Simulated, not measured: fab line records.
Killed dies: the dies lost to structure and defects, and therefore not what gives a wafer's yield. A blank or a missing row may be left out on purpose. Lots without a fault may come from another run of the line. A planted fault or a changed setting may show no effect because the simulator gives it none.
Comparing a struck lot with a sound one	flow nand-harc	13 out of 1159 route steps
Sound: wafers L651.1, L651.3, L651.5. Struck: wafers L656.1, L656.3, L656.6. The cause is named last.
At each step with rows: each side's tool, then ch and its chambers, then its first start. Under that, the readings that differ: sound wafers	struck wafers	difference of the means	sigmas: that difference in standard deviations of wafers without a fault.
alike: readings whose means differ by less than 2 such deviations, and words and numbers that are the same on both sides. not compared: withheld readings, readings that some wafer has no value for, bounds like >300 that may hide the same value, and numbers for which the record gives no deviation and whose values overlap.
The two part at a step that has a row with sigmas, a row that says differs or no value, or rows on one side only. Non-overlapping numbers with no deviation appear without sigmas and do not part them. A reading that every wafer of one side lacks parts them only if that side has two wafers or more.

first, 2 steps without rows for these wafers: NHARC_A_STAIRCASE_TRIM_16 (chemistry O2, time 211.2 s); NHARC_A_STAIRCASE_ETCH_17 (etches the open film in C4F8/O2, target depth 100 nm, time 40.5 s).
NHARC_A_STAIRCASE_TRIM_18: chemistry O2, time 211.2 s.
  sound: rie-diel-02 ch 1,3; struck: rie-diel-08 ch 0,2,3
  alike: drypump-motor-current-A, oes-product-au, rf-vpp-V, showerhead-plenum-p-Torr, throttle-valve-pct
  not compared: rf-hours-counter-h
then, 2 steps without rows for these wafers: NHARC_A_STAIRCASE_ETCH_19 (etches the open film in C4F8/O2, target depth 100 nm, time 40.5 s); NHARC_A_STAIRCASE_TRIM_20 (chemistry O2, time 211.2 s).
NHARC_A_STAIRCASE_ETCH_21: etches the open film in C4F8/O2, target depth 100 nm, time 40.5 s.
  sound: rie-diel-07 ch 0,1,3; struck: rie-diel-02 ch 2,3
  alike: oes-product-au, rf-vpp-V
  not compared: rf-hours-counter-h
then, 1 step without rows for these wafers: NHARC_A_STAIRCASE_TRIM_22 (chemistry O2, time 211.2 s).
NHARC_A_STAIRCASE_ETCH_23: etches the open film in C4F8/O2, target depth 100 nm, time 40.5 s.
  sound: rie-diel-07 ch 0,3; struck: rie-diel-02 ch 0,2,3
  alike: oes-product-au, rf-vpp-V
  not compared: rf-hours-counter-h
NHARC_A_STAIRCASE_TRIM_24: chemistry O2, time 211.2 s.
  sound: rie-diel-07 ch 1,2,3; struck: rie-diel-02 ch 0,1,3
  alike: drypump-motor-current-A, oes-product-au, rf-vpp-V, showerhead-plenum-p-Torr, throttle-valve-pct
  not compared: rf-hours-counter-h
NHARC_A_STAIRCASE_ETCH_25: etches the open film in C4F8/O2, target depth 100 nm, time 40.5 s.
  sound: rie-diel-07 ch 0,1,3; struck: rie-diel-02 ch 2,3
  alike: oes-product-au, rf-vpp-V
  not compared: rf-hours-counter-h
then, 1 step without rows for these wafers: NHARC_A_STAIRCASE_TRIM_26 (chemistry O2, time 211.2 s).
NHARC_A_STAIRCASE_ETCH_27: etches the open film in C4F8/O2, target depth 100 nm, time 40.5 s.
  sound on rie-diel-07 ch 0,1,3, day 12 02:41; struck on rie-diel-02 ch 0,2, day 13 09:51
reading	sound	struck	difference	sigmas
oes-product-au (a.u.)	0.935 0.951 0.948	0.770 0.776 0.769	-0.173	-16
  alike: rf-vpp-V
  not compared: rf-hours-counter-h
-- jump in the record: it breaks off in module A_STAIRCASE and resumes in module END (first step shown: number 1159 of the route), and 9 days separate the struck wafers' starts before and after --
NHARC_END_SORT_01:
  sound on prober-02 ch 0, day 21 08:42; struck on prober-01 ch 0, day 22 00:20
reading	sound	struck	difference	sigmas
hold	- - -	await-dispo/1.6h/scrap await-dispo/1.6h/scrap await-dispo/1.6h/scrap	no value on the sound wafers	
killed-at-array	12 16 13	676 674 672	+660	+67
killed-dies	17 19 17	677 677 675	+659	+67
  alike: killed-at-other, killed-at-periphery, killed-open, killed-short

WHERE THEY PART
First at NHARC_A_STAIRCASE_ETCH_27; last, within this record, at NHARC_END_SORT_01.

WHY: what had been put in by the simulator
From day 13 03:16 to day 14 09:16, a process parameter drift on rie-diel-02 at NHARC_A_STAIRCASE_ETCH_27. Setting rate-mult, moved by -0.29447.
